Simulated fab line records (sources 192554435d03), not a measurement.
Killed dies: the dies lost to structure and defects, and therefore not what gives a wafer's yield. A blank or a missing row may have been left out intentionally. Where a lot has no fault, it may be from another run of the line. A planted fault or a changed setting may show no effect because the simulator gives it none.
3 desks, one fault    flow n5-finfet    only its own numbers are on each desk; what lay behind them is given at the end

## THE DEFECT DESK
For each lot, the counts of the inspections along the route, averaged over the sampled wafers that have a number. If a lot's mean is further than 4 standard deviations from the usual mean, the lot is out of limits and carries the mark OUT (the distance appears in the brackets).
Columns: A = raw-defect-count at N5_ILD0_INSPECT_06, usual 42
lot   first seen here  A
L563  day 3 18:41      52
L564  day 4 00:46      46
L565  day 4 08:37      26
L568  day 5 00:21      35
L569  day 5 05:40      52
L574  day 6 21:09      49
L580  day 7 20:52      59
L583  day 8 17:56      37
L585  day 9 12:41      30
Result from this desk: across the 9 lots, nothing is out of limits.

## FOR THE TOOL OWNER'S DESK: rie-diel-06
The tool's own readings at N5_SDB_ETCH_18 (etches SOC in N2/H2, target depth 100 nm, overetch 20 nm, time 150 s): means of the sampled wafers that have a number, for each lot that ran on this tool. If a lot's mean is further than 4 standard deviations from the usual mean, the lot is out of limits and carries the mark OUT (the distance appears in the brackets). 7 of its 8 readings are shown: the first one out of limits and those lying furthest out on some lot.
Columns: A = drypump-motor-current-A at N5_SDB_ETCH_18, usual 5.7 A; B = n2-flow-sccm at N5_SDB_ETCH_18, usual 200.0 sccm; C = oes-product-au at N5_SDB_ETCH_18, usual 0.71 a.u.; D = rf-fwd-power-W at N5_SDB_ETCH_18, usual 837.0 W; E = rf-vpp-V at N5_SDB_ETCH_18, usual 523.6 V; F = showerhead-plenum-p-Torr at N5_SDB_ETCH_18, usual 2.53 Torr; G = throttle-valve-pct at N5_SDB_ETCH_18, usual 17.77 %
lot   first seen here  A    B      C     D                E                 F     G
L565  day 4 09:10      5.6  199.5  0.66  837.7            523.8             2.53  17.73
L569  day 5 06:19      5.7  200.0  0.67  838.5            523.4             2.54  17.90
L574  day 6 22:06      5.5  200.7  0.75  836.1            524.4             2.58  17.63
L580  day 7 21:25      5.7  198.9  0.73  907.0 (+26) OUT  512.4 (-4.7) OUT  2.53  17.79
This desk's finding: out of limits on L580; first on L580, day 7 21:25 (rf-fwd-power-W at N5_SDB_ETCH_18). L565, L569, L574: within limits.

## AT THE METROLOGY DESK
What the gauges read, lot by lot, whatever tool the lot ran on: means of the sampled wafers that have a number. If a lot's mean is further than 4 standard deviations from the usual mean, the lot is out of limits and carries the mark OUT (the distance appears in the brackets). 7 of its 11 readings are shown, namely those furthest out on some lot.
Columns: A = thk-nm at N5_ILD0_THK_MEAS_13, usual 17.9 nm; B = DIBL_N at N5_BEOL_M4_RC_MEAS_101, usual 36.1 mV/V; C = IOFF_P at N5_BEOL_M4_RC_MEAS_101, usual 0.201 nA/um; D = ION_N at N5_BEOL_M4_RC_MEAS_101, usual 675 uA/um; E = ION_P at N5_BEOL_M4_RC_MEAS_101, usual 462 uA/um; F = SS_P at N5_BEOL_M4_RC_MEAS_101, usual 73.3 mV/dec; G = VT_P at N5_BEOL_M4_RC_MEAS_101, usual -251.3 mV
lot   first seen here  A     B     C      D    E    F     G
L563  day 3 18:40      17.7  35.5  0.197  680  467  73.1  -250.3
L564  day 4 00:44      17.8  33.8  0.169  665  456  72.9  -254.7
L565  day 4 08:35      17.7  36.8  0.180  672  451  73.6  -254.3
L568  day 5 00:19      17.2  35.3  0.204  664  460  73.0  -248.9
L569  day 5 05:38      19.4  35.2  0.194  681  468  72.9  -249.1
L574  day 6 21:07      19.0  35.8  0.206  680  467  73.1  -249.6
L580  day 7 20:51      18.2  36.1  0.214  672  467  73.1  -247.6
L583  day 8 17:55      17.6  37.8  0.215  688  465  74.2  -252.7
L585  day 9 12:40      18.3  37.4  0.242  682  471  73.5  -247.3
Result from this desk: across the 9 lots, nothing is out of limits.

## TAKEN TOGETHER
The tool owner's desk had the chance to raise an alarm at day 7 21:25 on L580.
Nothing the defect desk looked at was out of limits.
Metrology desk: nothing out of limits seen.
The defect desk has L580 on record, within its limits.
The metrology desk has L580 on record, within its limits.
All the named lots went through N5_SDB_ETCH_18 on rie-diel-06.

## WHAT WAS PUT IN BY THE SIMULATOR
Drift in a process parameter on rie-diel-06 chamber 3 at N5_SDB_ETCH_18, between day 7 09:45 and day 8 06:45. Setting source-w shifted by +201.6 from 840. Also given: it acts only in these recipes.
Shown lots that were struck: L580.
Each desk's first reading out of limits, in hours after the fault started: the tool owner's desk, 12.
